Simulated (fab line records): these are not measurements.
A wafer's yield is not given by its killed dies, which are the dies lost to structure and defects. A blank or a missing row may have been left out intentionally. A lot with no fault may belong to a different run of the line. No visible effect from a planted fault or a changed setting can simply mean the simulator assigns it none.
Which tool did it?    flow n5 finfet    at 1 step of a route of 1938, 12 lots with 36 wafers sampled

== WHAT THE GAUGES SHOWED, per wafer ==
N5_BEOL_M5_CD_MEAS_35: target cd 28 nm, target cd y 24 nm.
lot   measured      on         cd nm (nm)
L075  day 8 10:38   cd sem-01  27.7 27.5 27.2
L077  day 8 17:58   cd sem-03  27.3 28.0 28.1
L079  day 9 06:22   cd sem-01  27.9 27.6 27.8
L082  day 9 22:15   cd sem-02  27.7 27.9 27.8
L083  day 10 07:31  cd sem-02  27.9 28.5 28.0
L086  day 10 16:52  cd sem-03  27.7 28.0 27.0
L087  day 11 10:59  cd sem-01  28.4 27.9 28.0
L089  day 11 13:55  cd sem-01  27.9 28.6 28.4
L091  day 12 13:11  cd sem-02  27.7 27.3 27.4
L093  day 12 20:43  cd sem-03  28.1 28.4 28.1
L095  day 13 09:02  cd sem-03  27.6 28.0 27.5
L097  day 13 17:45  cd sem-01  27.5 27.2 27.3

== WHAT TOOL EACH LOT RAN ON (gives the tool, then ch and the chambers of the sampled wafers, and finally the start) ==
No process step before these readings appears in the record.

== THE ANSWER, worked out from the rows above alone ==
Rule: the usual values come from the lots themselves. Put in order of their means at a reading, lots are off if they are a third of the lots or fewer, leave a main group of 4 or more, and stand apart from it by a gap of 3 or more times the standard deviation of the main group's means; of several such gaps the widest counts. A main group is skipped when, at the precision printed for the reading in the tables above, its means are all equal. A lot without any number at a reading at which 4 lots or more have one is off too. All remaining lots with rows at the step are treated as sound.
No lot is off at any reading shown: from this, nothing can be told.

== WHAT WAS PUT IN BY THE SIMULATOR ==
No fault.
